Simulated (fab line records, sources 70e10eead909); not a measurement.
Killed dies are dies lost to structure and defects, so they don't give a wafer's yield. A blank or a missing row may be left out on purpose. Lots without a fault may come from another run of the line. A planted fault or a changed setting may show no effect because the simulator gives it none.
Which tool did it? | flow nand_harc | 24 lots, 72 wafers sampled, at 6 steps of a route of 1302

WHAT THE GAUGES READ, wafer by wafer
The record holds no reading of a measuring or inspecting step that can be judged against a usual standard deviation.

WHICH TOOL RAN EACH LOT (tool, then ch and the chambers of the sampled wafers, then the start)
lot  | NHARC_A_STAIRCASE_ETCH_15                     | NHARC_A_STAIRCASE_ETCH_23                     | NHARC_A_STAIRCASE_TRIM_187         | NHARC_A_STAIRCASE_TRIM_222                    | NHARC_A_STAIRCASE_ETCH_230                    | NHARC_A_STAIRCASE_STRIP_238
L074 | rie_diel-01 ch 1,2, day 15 13:35 or earlier   | rie_diel-01 ch 0,2, day 15 13:35 or earlier   | rie_diel-01 ch 0,1, day 15 13:35   | rie_diel-13 ch 1,2,3, day 15 20:04 or earlier | rie_diel-01 ch 0,2, day 15 20:04 or earlier   | plasma_asher-01 ch 0,1, day 15 20:04
L075 | rie_diel-01 ch 0,1,2, day 16 07:15 or earlier | rie_diel-01 ch 1,3, day 16 07:15 or earlier   | rie_diel-13 ch 1,2,3, day 16 07:15 | rie_diel-01 ch 1,2, day 16 13:49 or earlier   | rie_diel-01 ch 0,3, day 16 13:49 or earlier   | plasma_asher-02 ch 0,1, day 16 13:49
L076 | rie_diel-07 ch 0,3, day 16 08:20 or earlier   | rie_diel-01 ch 1,2,3, day 16 08:20 or earlier | rie_diel-07 ch 1,3, day 16 08:20   | rie_diel-13 ch 0,1,3, day 16 14:08 or earlier | rie_diel-07 ch 0,3, day 16 14:08 or earlier   | plasma_asher-01 ch 0,1, day 16 14:08
L077 | rie_diel-07 ch 0,3, day 17 07:21 or earlier   | rie_diel-13 ch 2,3, day 17 07:21 or earlier   | rie_diel-07 ch 0,2,3, day 17 07:21 | rie_diel-07 ch 0,1,3, day 17 14:10 or earlier | rie_diel-07 ch 0,3, day 17 14:10 or earlier   | plasma_asher-01 ch 0,1, day 17 14:10
L078 | rie_diel-07 ch 0,1, day 17 07:45 or earlier   | rie_diel-07 ch 0,1,2, day 17 07:45 or earlier | rie_diel-07 ch 0,1,3, day 17 07:45 | rie_diel-01 ch 0,2,3, day 17 14:48 or earlier | rie_diel-01 ch 0,2,3, day 17 14:48 or earlier | plasma_asher-02 ch 0,1, day 17 14:48
L079 | rie_diel-07 ch 0,1,3, day 17 18:19 or earlier | rie_diel-01 ch 2,3, day 17 18:19 or earlier   | rie_diel-07 ch 1,2,3, day 17 18:19 | rie_diel-13 ch 0,1, day 18 00:09 or earlier   | rie_diel-13 ch 0,1,2, day 18 00:09 or earlier | plasma_asher-02 ch 0,1, day 18 00:09
L081 | rie_diel-01 ch 0,2, day 18 18:00 or earlier   | rie_diel-13 ch 1,2,3, day 18 18:00 or earlier | rie_diel-07 ch 1,2,3, day 18 18:00 | rie_diel-01 ch 0,2, day 18 23:47 or earlier   | rie_diel-07 ch 1,2,3, day 18 23:47 or earlier | plasma_asher-01 ch 0,1, day 18 23:47
L080 | rie_diel-01 ch 0,1,3, day 18 19:57 or earlier | rie_diel-01 ch 0,1,3, day 18 19:57 or earlier | rie_diel-13 ch 2,3, day 18 19:57   | rie_diel-13 ch 2,3, day 19 02:08 or earlier   | rie_diel-01 ch 0,2, day 19 02:08 or earlier   | plasma_asher-01 ch 0,1, day 19 02:08
L082 | rie_diel-07 ch 0,2,3, day 18 23:29 or earlier | rie_diel-07 ch 1,2,3, day 18 23:29 or earlier | rie_diel-01 ch 1,2, day 18 23:29   | rie_diel-13 ch 0,2,3, day 19 05:29 or earlier | rie_diel-01 ch 0,2, day 19 05:29 or earlier   | plasma_asher-01 ch 0,1, day 19 05:29
L084 | rie_diel-07 ch 1,2,3, day 20 00:38 or earlier | rie_diel-07 ch 0,1,2, day 20 00:38 or earlier | rie_diel-07 ch 1,2,3, day 20 00:38 | rie_diel-01 ch 1,2,3, day 20 06:37 or earlier | rie_diel-01 ch 0,1,3, day 20 06:37 or earlier | plasma_asher-02 ch 0,1, day 20 06:37
L083 | rie_diel-01 ch 2,3, day 20 01:29 or earlier   | rie_diel-01 ch 2,3, day 20 01:29 or earlier   | rie_diel-01 ch 0,1, day 20 01:29   | rie_diel-13 ch 0,2,3, day 20 07:17 or earlier | rie_diel-07 ch 2,3, day 20 07:17 or earlier   | plasma_asher-01 ch 0,1, day 20 07:17
L085 | rie_diel-01 ch 1,2,3, day 20 03:58 or earlier | rie_diel-07 ch 0,2,3, day 20 03:58 or earlier | rie_diel-13 ch 1,2,3, day 20 03:58 | rie_diel-13 ch 0,1, day 20 09:49 or earlier   | rie_diel-07 ch 0,3, day 20 09:49 or earlier   | plasma_asher-01 ch 0,1, day 20 09:49
L086 | rie_diel-13 ch 0,1, day 20 22:17 or earlier   | rie_diel-13 ch 1,2, day 20 22:17 or earlier   | rie_diel-13 ch 0,1, day 20 22:17   | rie_diel-13 ch 1,2, day 21 04:53 or earlier   | rie_diel-07 ch 0,1,2, day 21 04:53 or earlier | plasma_asher-02 ch 0, day 21 04:53
L087 | rie_diel-13 ch 1,3, day 21 04:52 or earlier   | rie_diel-01 ch 2,3, day 21 04:52 or earlier   | rie_diel-13 ch 0,3, day 21 04:52   | rie_diel-07 ch 0,3, day 21 11:20 or earlier   | rie_diel-13 ch 1,3, day 21 11:20 or earlier   | plasma_asher-01 ch 0,1, day 21 11:20
L089 | rie_diel-01 ch 1,2,3, day 21 21:47 or earlier | rie_diel-07 ch 1,2,3, day 21 21:47 or earlier | rie_diel-07 ch 0,1,3, day 21 21:47 | rie_diel-13 ch 0,2,3, day 22 03:52 or earlier | rie_diel-01 ch 1,2, day 22 03:52 or earlier   | plasma_asher-01 ch 0, day 22 03:52
L088 | rie_diel-07 ch 2,3, day 22 11:47 or earlier   | rie_diel-07 ch 0,1,2, day 22 11:47 or earlier | rie_diel-13 ch 0,1,2, day 22 11:47 | rie_diel-01 ch 0,1,2, day 22 18:04 or earlier | rie_diel-01 ch 0,3, day 22 18:04 or earlier   | plasma_asher-02 ch 0,1, day 22 18:04
L090 | rie_diel-13 ch 0,1,3, day 22 12:07 or earlier | rie_diel-13 ch 0,1,3, day 22 12:07 or earlier | rie_diel-07 ch 0,2,3, day 22 12:07 | rie_diel-01 ch 1,2,3, day 22 18:46 or earlier | rie_diel-07 ch 0,1,3, day 22 18:46 or earlier | plasma_asher-02 ch 0,1, day 22 18:46
L091 | rie_diel-01 ch 0,2, day 22 12:17 or earlier   | rie_diel-01 ch 2,3, day 22 12:17 or earlier   | rie_diel-01 ch 0,3, day 22 12:17   | rie_diel-07 ch 0,2,3, day 22 18:31 or earlier | rie_diel-07 ch 1,2,3, day 22 18:31 or earlier | plasma_asher-02 ch 0, day 22 18:31
L092 | rie_diel-07 ch 1,2, day 23 04:36 or earlier   | rie_diel-07 ch 0,3, day 23 04:36 or earlier   | rie_diel-01 ch 0,1,2, day 23 04:36 | rie_diel-13 ch 0,1,3, day 23 11:00 or earlier | rie_diel-13 ch 0,3, day 23 11:00 or earlier   | plasma_asher-02 ch 0,1, day 23 11:00
L093 | rie_diel-07 ch 0,2,3, day 23 16:37 or earlier | rie_diel-07 ch 0,2,3, day 23 16:37 or earlier | rie_diel-07 ch 2,3, day 23 16:37   | rie_diel-07 ch 1,2,3, day 23 22:22 or earlier | rie_diel-07 ch 0,1,3, day 23 22:22 or earlier | plasma_asher-02 ch 0,1, day 23 22:22
L094 | rie_diel-13 ch 0,1, day 24 10:23 or earlier   | rie_diel-07 ch 0,1,3, day 24 10:23 or earlier | rie_diel-13 ch 0,1,3, day 24 10:23 | rie_diel-07 ch 1,2,3, day 24 16:22 or earlier | rie_diel-13 ch 1,3, day 24 16:22 or earlier   | plasma_asher-02 ch 0,1, day 24 16:22
L096 | rie_diel-07 ch 0,1,3, day 24 22:18 or earlier | rie_diel-07 ch 0,1, day 24 22:18 or earlier   | rie_diel-13 ch 1,2,3, day 24 22:18 | rie_diel-13 ch 0,3, day 25 08:25 or earlier   | rie_diel-13 ch 0,2,3, day 25 08:25 or earlier | plasma_asher-01 ch 0,1, day 25 08:25
L095 | rie_diel-13 ch 0,2, day 24 22:35 or earlier   | rie_diel-01 ch 1,2,3, day 24 22:35 or earlier | rie_diel-01 ch 0,1,3, day 24 22:35 | rie_diel-13 ch 0,1,3, day 25 06:43 or earlier | rie_diel-13 ch 0,1,3, day 25 06:43 or earlier | plasma_asher-02 ch 0, day 25 06:43
L097 | rie_diel-01 ch 0,1,2, day 25 10:47 or earlier | rie_diel-07 ch 0,1,3, day 25 10:47 or earlier | rie_diel-01 ch 1,2,3, day 25 10:47 | rie_diel-13 ch 0,2,3, day 25 18:43 or earlier | rie_diel-01 ch 0,1,2, day 25 18:43 or earlier | plasma_asher-01 ch 0,1, day 25 18:43
- NHARC_A_STAIRCASE_ETCH_15: etches the open film in C4F8/O2, target depth 100 nm, time 40.5 s.
- NHARC_A_STAIRCASE_ETCH_23: etches the open film in C4F8/O2, target depth 100 nm, time 40.5 s.
- NHARC_A_STAIRCASE_TRIM_187: chemistry O2, time 211.2 s.
- NHARC_A_STAIRCASE_TRIM_222: chemistry O2, time 211.2 s.
- NHARC_A_STAIRCASE_ETCH_230: etches the open film in C4F8/O2, target depth 100 nm, time 40.5 s.
- NHARC_A_STAIRCASE_STRIP_238: strips in O2.

WHAT THE TOOLS THEMSELVES READ (means of the sampled wafers that have a number; where no wafer has one, the mark that the record gives instead)
NHARC_A_STAIRCASE_ETCH_15. Usual: oes_product_au 0.948 a.u., standard deviation 0.016; rf_vpp_V 895.1 V, standard deviation 2.9.
lot  | tool        | oes_product_au (a.u.) | rf_vpp_V (V) | flag
L074 | rie_diel-01 | 0.933                 | 895.8        |
L075 | rie_diel-01 | 0.945                 | 895.1        |
L076 | rie_diel-07 | 0.958                 | 897.4        |
L077 | rie_diel-07 | 0.946                 | 900.1        |
L078 | rie_diel-07 | 0.940                 | 900.3        |
L079 | rie_diel-07 | 0.954                 | 898.6        |
L081 | rie_diel-01 | 0.953                 | 892.6        |
L080 | rie_diel-01 | 0.941                 | 892.3        |
L082 | rie_diel-07 | 0.955                 | 896.9        |
L084 | rie_diel-07 | 0.952                 | 895.2        |
L083 | rie_diel-01 | 0.956                 | 895.1        |
L085 | rie_diel-01 | 0.945                 | 894.5        |
L086 | rie_diel-13 | 0.958                 | 895.6        |
L087 | rie_diel-13 | 0.942                 | 893.0        |
L089 | rie_diel-01 | 0.948                 | 895.1        |
L088 | rie_diel-07 | 0.949                 | 893.6        |
L090 | rie_diel-13 | 0.938                 | 894.1        |
L091 | rie_diel-01 | 0.969                 | 893.1        |
L092 | rie_diel-07 | 0.942                 | 896.7        |
L093 | rie_diel-07 | 0.955                 | 896.0        |
L094 | rie_diel-13 | 0.948                 | 893.3        |
L096 | rie_diel-07 | 0.953                 | 897.2        |
L095 | rie_diel-13 | 0.940                 | 893.3        |
L097 | rie_diel-01 | 0.951                 | 892.6        |

NHARC_A_STAIRCASE_ETCH_23. Usual: oes_product_au 0.949 a.u., standard deviation 0.015; rf_vpp_V 895.2 V, standard deviation 2.9.
lot  | tool        | oes_product_au (a.u.) | rf_vpp_V (V) | flag
L074 | rie_diel-01 | 0.939                 | 894.3        |
L075 | rie_diel-01 | 0.951                 | 894.2        |
L076 | rie_diel-01 | 0.953                 | 894.7        |
L077 | rie_diel-13 | 0.950                 | 893.8        |
L078 | rie_diel-07 | 0.949                 | 897.9        |
L079 | rie_diel-01 | 0.946                 | 895.4        |
L081 | rie_diel-13 | 0.956                 | 893.5        |
L080 | rie_diel-01 | 0.950                 | 893.2        |
L082 | rie_diel-07 | 0.945                 | 894.5        |
L084 | rie_diel-07 | 0.941                 | 897.2        |
L083 | rie_diel-01 | 0.946                 | 895.3        |
L085 | rie_diel-07 | 0.947                 | 896.2        |
L086 | rie_diel-13 | 0.949                 | 892.5        |
L087 | rie_diel-01 | 0.962                 | 893.7        |
L089 | rie_diel-07 | 0.961                 | 895.3        |
L088 | rie_diel-07 | 0.943                 | 896.9        |
L090 | rie_diel-13 | 0.938                 | 893.3        |
L091 | rie_diel-01 | 0.964                 | 895.3        |
L092 | rie_diel-07 | 0.927                 | 898.8        |
L093 | rie_diel-07 | 0.951                 | 895.3        |
L094 | rie_diel-07 | 0.960                 | 896.8        |
L096 | rie_diel-07 | 0.949                 | 898.5        |
L095 | rie_diel-01 | 0.950                 | 893.8        |
L097 | rie_diel-07 | 0.951                 | 897.9        |

NHARC_A_STAIRCASE_TRIM_187. Usual: drypump_motor_current_A 5.7 A, standard deviation 0.49; mfc_ar_sccm 0.013 sccm, standard deviation 0.01; oes_product_au 1.002 a.u., standard deviation 0.015; rf_vpp_V 57.6 V, standard deviation 0.88; showerhead_plenum_p_Torr 3.50 Torr, standard deviation 0.08; throttle_valve_pct 17.037 %, standard deviation 0.0085.
lot  | tool        | drypump_motor_current_A (A) | mfc_ar_sccm (sccm) | oes_product_au (a.u.) | rf_vpp_V (V) | showerhead_plenum_p_Torr (Torr) | throttle_valve_pct (%) | flag
L074 | rie_diel-01 | 5.3                         | 0.014              | 1.003                 | 57.5         | 3.48                            | 17.035                 |
L075 | rie_diel-13 | 5.9                         | 0.019              | 0.988                 | 58.8         | 3.46                            | 17.046                 |
L076 | rie_diel-07 | 5.4                         | 0.015              | 1.013                 | 57.2         | 3.55                            | 17.042                 |
L077 | rie_diel-07 | 5.6                         | 0.005              | 1.001                 | 57.8         | 3.54                            | 17.034                 |
L078 | rie_diel-07 | 5.6                         | 0.010              | 1.013                 | 57.7         | 3.59                            | 17.036                 |
L079 | rie_diel-07 | 5.8                         | 0.010              | 1.007                 | 58.7         | 3.52                            | 17.038                 |
L081 | rie_diel-07 | 5.8                         | 0.010              | 1.014                 | 57.6         | 3.52                            | 17.039                 |
L080 | rie_diel-13 | 6.0                         | 0.025              | 0.993                 | 58.2         | 3.45                            | 17.045                 |
L082 | rie_diel-01 | 4.9                         | 0.021              | 0.987                 | 57.1         | 3.50                            | 17.041                 |
L084 | rie_diel-07 | 5.8                         | 0.010              | 0.992                 | 57.9         | 3.51                            | 17.043                 |
L083 | rie_diel-01 | 5.8                         | 0.007              | 1.005                 | 57.4         | 3.43                            | 17.045                 |
L085 | rie_diel-13 | 6.0                         | 0.019              | 1.005                 | 57.9         | 3.44                            | 17.034                 |
L086 | rie_diel-13 | 5.6                         | 0.014              | 1.016                 | 56.9         | 3.46                            | 17.034                 |
L087 | rie_diel-13 | 6.0                         | 0.024              | 0.992                 | 58.5         | 3.50                            | 17.039                 |
L089 | rie_diel-07 | 5.6                         | 0.010              | 1.010                 | 57.7         | 3.58                            | 17.038                 |
L088 | rie_diel-13 | 5.7                         | 0.020              | 0.995                 | 57.2         | 3.46                            | 17.028                 |
L090 | rie_diel-07 | 5.6                         | 0.005              | 1.011                 | 58.0         | 3.52                            | 17.034                 |
L091 | rie_diel-01 | 6.1                         | 0.000              | 1.026                 | 57.3         | 3.41                            | 17.032                 |
L092 | rie_diel-01 | 5.5                         | 0.014              | 1.005                 | 57.6         | 3.45                            | 17.044                 |
L093 | rie_diel-07 | 5.8                         | 0.005              | 1.001                 | 57.2         | 3.44                            | 17.038                 |
L094 | rie_diel-13 | 5.8                         | 0.019              | 0.994                 | 56.0         | 3.47                            | 17.038                 |
L096 | rie_diel-13 | 5.9                         | 0.019              | 0.985                 | 57.6         | 3.42                            | 17.040                 |
L095 | rie_diel-01 | 5.6                         | 0.007              | 1.007                 | 58.0         | 3.43                            | 17.031                 |
L097 | rie_diel-01 | 5.2                         | 0.014              | 1.001                 | 57.4         | 3.46                            | 17.037                 |

NHARC_A_STAIRCASE_TRIM_222. Usual: drypump_motor_current_A 5.7 A, standard deviation 0.45; mfc_ar_sccm 0.015 sccm, standard deviation 0.01; oes_product_au 1.003 a.u., standard deviation 0.016; rf_vpp_V 57.7 V, standard deviation 0.81; showerhead_plenum_p_Torr 3.48 Torr, standard deviation 0.067; throttle_valve_pct 17.037 %, standard deviation 0.0098.
lot  | tool        | drypump_motor_current_A (A) | mfc_ar_sccm (sccm) | oes_product_au (a.u.) | rf_vpp_V (V) | showerhead_plenum_p_Torr (Torr) | throttle_valve_pct (%) | flag
L074 | rie_diel-13 | 5.9                         | 0.019              | 1.002                 | 57.2         | 3.46                            | 17.030                 |
L075 | rie_diel-01 | 5.1                         | 0.022              | 0.998                 | 57.6         | 3.52                            | 17.036                 |
L076 | rie_diel-13 | 5.8                         | 0.019              | 1.001                 | 58.1         | 3.50                            | 17.030                 |
L077 | rie_diel-07 | 5.6                         | 0.010              | 1.006                 | 58.2         | 3.59                            | 17.037                 |
L078 | rie_diel-01 | 5.8                         | 0.007              | 1.012                 | 57.7         | 3.47                            | 17.047                 |
L079 | rie_diel-13 | 5.5                         | 0.020              | 1.016                 | 57.5         | 3.52                            | 17.036                 |
L081 | rie_diel-01 | 6.0                         | 0.007              | 1.017                 | 57.0         | 3.44                            | 17.037                 |
L080 | rie_diel-13 | 6.0                         | 0.025              | 0.982                 | 57.8         | 3.45                            | 17.041                 |
L082 | rie_diel-13 | 5.8                         | 0.025              | 0.989                 | 57.8         | 3.49                            | 17.033                 |
L084 | rie_diel-01 | 5.2                         | 0.014              | 1.004                 | 57.5         | 3.49                            | 17.039                 |
L083 | rie_diel-13 | 5.9                         | 0.025              | 1.004                 | 57.3         | 3.48                            | 17.041                 |
L085 | rie_diel-13 | 5.6                         | 0.014              | 1.022                 | 57.8         | 3.47                            | 17.046                 |
L086 | rie_diel-13 | 5.8                         | 0.020              | 0.996                 | 57.4         | 3.43                            | 17.038                 |
L087 | rie_diel-07 | 5.2                         | 0.010              | 1.012                 | 58.1         | 3.55                            | 17.040                 |
L089 | rie_diel-13 | 5.9                         | 0.025              | 0.992                 | 57.8         | 3.47                            | 17.026                 |
L088 | rie_diel-01 | 5.4                         | 0.014              | 1.012                 | 57.8         | 3.46                            | 17.034                 |
L090 | rie_diel-01 | 5.2                         | 0.014              | 0.999                 | 58.4         | 3.48                            | 17.040                 |
L091 | rie_diel-07 | 5.6                         | 0.005              | 1.010                 | 57.7         | 3.52                            | 17.044                 |
L092 | rie_diel-13 | 5.8                         | 0.019              | 0.992                 | 57.5         | 3.47                            | 17.029                 |
L093 | rie_diel-07 | 5.8                         | 0.010              | 1.007                 | 57.3         | 3.50                            | 17.039                 |
L094 | rie_diel-07 | 5.8                         | 0.010              | 1.008                 | 58.5         | 3.49                            | 17.043                 |
L096 | rie_diel-13 | 5.7                         | 0.025              | 0.982                 | 57.4         | 3.50                            | 17.036                 |
L095 | rie_diel-13 | 5.7                         | 0.019              | 0.988                 | 56.6         | 3.46                            | 17.035                 |
L097 | rie_diel-13 | 5.8                         | 0.025              | 0.989                 | 57.4         | 3.46                            | 17.041                 |

NHARC_A_STAIRCASE_ETCH_230. Usual: oes_product_au 0.959 a.u., standard deviation 0.021; rf_vpp_V 895 V, standard deviation 3.1.
lot  | tool        | oes_product_au (a.u.) | rf_vpp_V (V) | flag
L074 | rie_diel-01 | 0.979                 | 894          |
L075 | rie_diel-01 | 0.954                 | 893          |
L076 | rie_diel-07 | 0.977                 | 897          |
L077 | rie_diel-07 | 0.946                 | 899          |
L078 | rie_diel-01 | 0.956                 | 894          |
L079 | rie_diel-13 | 0.951                 | 894          |
L081 | rie_diel-07 | 0.985                 | 896          |
L080 | rie_diel-01 | 0.981                 | 894          |
L082 | rie_diel-01 | 0.971                 | 895          |
L084 | rie_diel-01 | 0.953                 | 894          |
L083 | rie_diel-07 | 0.978                 | 895          |
L085 | rie_diel-07 | 0.976                 | 899          |
L086 | rie_diel-07 | 0.974                 | 896          |
L087 | rie_diel-13 | 0.971                 | 892          |
L089 | rie_diel-01 | 0.955                 | 895          |
L088 | rie_diel-01 | 0.963                 | 892          |
L090 | rie_diel-07 | 0.952                 | 898          |
L091 | rie_diel-07 | 0.932                 | 896          |
L092 | rie_diel-13 | 0.939                 | 895          |
L093 | rie_diel-07 | 0.953                 | 898          |
L094 | rie_diel-13 | 0.973                 | 892          |
L096 | rie_diel-13 | 0.932                 | 893          |
L095 | rie_diel-13 | 0.922                 | 894          |
L097 | rie_diel-01 | 0.970                 | 893          |

NHARC_A_STAIRCASE_STRIP_238. Usual: drypump_motor_current_A 5.6 A, standard deviation 0.4; heater_power_w 330 W, standard deviation 36.
lot  | tool            | drypump_motor_current_A (A) | heater_power_w (W) | flag
L074 | plasma_asher-01 | 5.2                         | 336                |
L075 | plasma_asher-02 | 6.0                         | 348                |
L076 | plasma_asher-01 | 5.2                         | 329                |
L077 | plasma_asher-01 | 5.3                         | 340                |
L078 | plasma_asher-02 | 6.0                         | 355                |
L079 | plasma_asher-02 | 5.9                         | 315                |
L081 | plasma_asher-01 | 5.2                         | 328                |
L080 | plasma_asher-01 | 5.2                         | 331                |
L082 | plasma_asher-01 | 5.3                         | 339                |
L084 | plasma_asher-02 | 5.9                         | 312                |
L083 | plasma_asher-01 | 5.2                         | 328                |
L085 | plasma_asher-01 | 5.2                         | 340                |
L086 | plasma_asher-02 | 5.7                         | 278                |
L087 | plasma_asher-01 | 5.3                         | 345                |
L089 | plasma_asher-01 | 5.3                         | 357                |
L088 | plasma_asher-02 | 5.9                         | 309                |
L090 | plasma_asher-02 | 6.0                         | 336                |
L091 | plasma_asher-02 | 5.7                         | 280                |
L092 | plasma_asher-02 | 6.0                         | 342                |
L093 | plasma_asher-02 | 6.0                         | 340                |
L094 | plasma_asher-02 | 6.0                         | 337                |
L096 | plasma_asher-01 | 5.2                         | 323                |
L095 | plasma_asher-02 | 5.7                         | 283                |
L097 | plasma_asher-01 | 5.2                         | 322                |

THE ANSWER, worked out from the rows above alone
Rule: a lot is off if the mean of its wafers that have a number lies more than 3 standard deviations from the usual mean. A lot without any number at a reading at which 4 lots or more have one is off too. The other lots that the step has rows for count as sound. The gauges are gone through in route order, then the tools' own readings, and for those a lot's mean is taken as printed above. The first step at which some lot is off is used, and at that step the reading that is off furthest; a lot without a number counts as furthest.
No lot is off at any reading shown: from this, nothing can be told.

WHAT THE SIMULATOR HAD PUT IN
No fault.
